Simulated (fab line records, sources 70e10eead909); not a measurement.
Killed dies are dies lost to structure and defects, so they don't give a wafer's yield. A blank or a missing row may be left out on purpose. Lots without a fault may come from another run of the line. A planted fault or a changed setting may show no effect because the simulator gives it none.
Chamber matching | flow nand_harc | NHARC_P_ZERO_WELL_ETCH_63 on rie_si-04: 3 sister chambers
The step etches the open film in HBr/Cl2, target depth 120 nm, time 40.1 s. 14 wafers are shown with their chamber, then 7 later ones without.

WAFERS WITH THEIR CHAMBER
wafer  | chamber | drypump_motor_current_A (A) | mfc_cl2_sccm (sccm) | oes_product_au (a.u.)
L074.2 | 2       | 5.6                         | 50.06               | 0.999
L074.4 | 3       | 5.3                         | 50.11               | 0.998
L074.5 | 3       | 5.2                         | 50.00               | 1.001
L075.3 | 3       | 5.2                         | 50.12               | 0.987
L075.4 | 1       | 4.8                         | 50.04               | 0.988
L075.6 | 3       | 5.2                         | 49.89               | 0.997
L079.1 | 1       | 4.8                         | 49.79               | 1.001
L079.5 | 3       | 5.2                         | 50.16               | 0.997
L079.6 | 1       | 4.8                         | 49.91               | 1.002
L083.1 | 3       | 5.3                         | 49.90               | 1.001
L083.3 | 2       | 5.6                         | 50.04               | 1.004
L083.5 | 3       | 5.3                         | 50.16               | 0.988
L088.1 | 3       | 5.2                         | 50.06               | 0.990
L088.4 | 1       | 4.8                         | 49.94               | 1.005

SIGNATURES (means of the wafers above)
reading                 | chamber 1 | chamber 2 | chamber 3 | scatter within a chamber
drypump_motor_current_A | 4.800     | 5.600     | 5.237     | 0.0413
mfc_cl2_sccm            | 49.9200   | 50.0500   | 50.0500   | 0.102
oes_product_au          | 0.99900   | 1.00150   | 0.99487   | 0.0061
Rule: a wafer's distance from a chamber is the root of the sum, over the readings, of the square of ((its reading less the chamber's mean) divided by the reading's scatter). The wafer belongs to the nearest chamber; if the next one is less than 2 further off, it can't be placed. The scatter: the root of (the sum of the squares of (reading less its chamber's mean) over the shown wafers, divided by (wafers less chambers)).

WAFERS WITHOUT THEIR CHAMBER
wafer  | drypump_motor_current_A (A) | mfc_cl2_sccm (sccm) | oes_product_au (a.u.)
L088.5 | 4.8                         | 49.88               | 0.996
L094.1 | 5.7                         | 50.24               | 1.004
L094.5 | 5.3                         | 50.12               | 1.001
L094.6 | 5.7                         | 50.00               | 1.006
L097.1 | 4.8                         | 49.91               | 1.013
L097.2 | 5.2                         | 49.87               | 0.994
L097.4 | 5.7                         | 49.95               | 1.001

WHICH CHAMBER EACH WENT THROUGH
wafer  | from the rows above | in truth
L088.5 | 1                   | 1
L094.1 | 2                   | 2
L094.5 | 3                   | 3
L094.6 | 2                   | 2
L097.1 | 1                   | 1
L097.2 | 3                   | 3
L097.4 | 2                   | 2
Placed correctly: 7 of 7. Can't be placed from these rows: 0. Placed wrongly: 0.
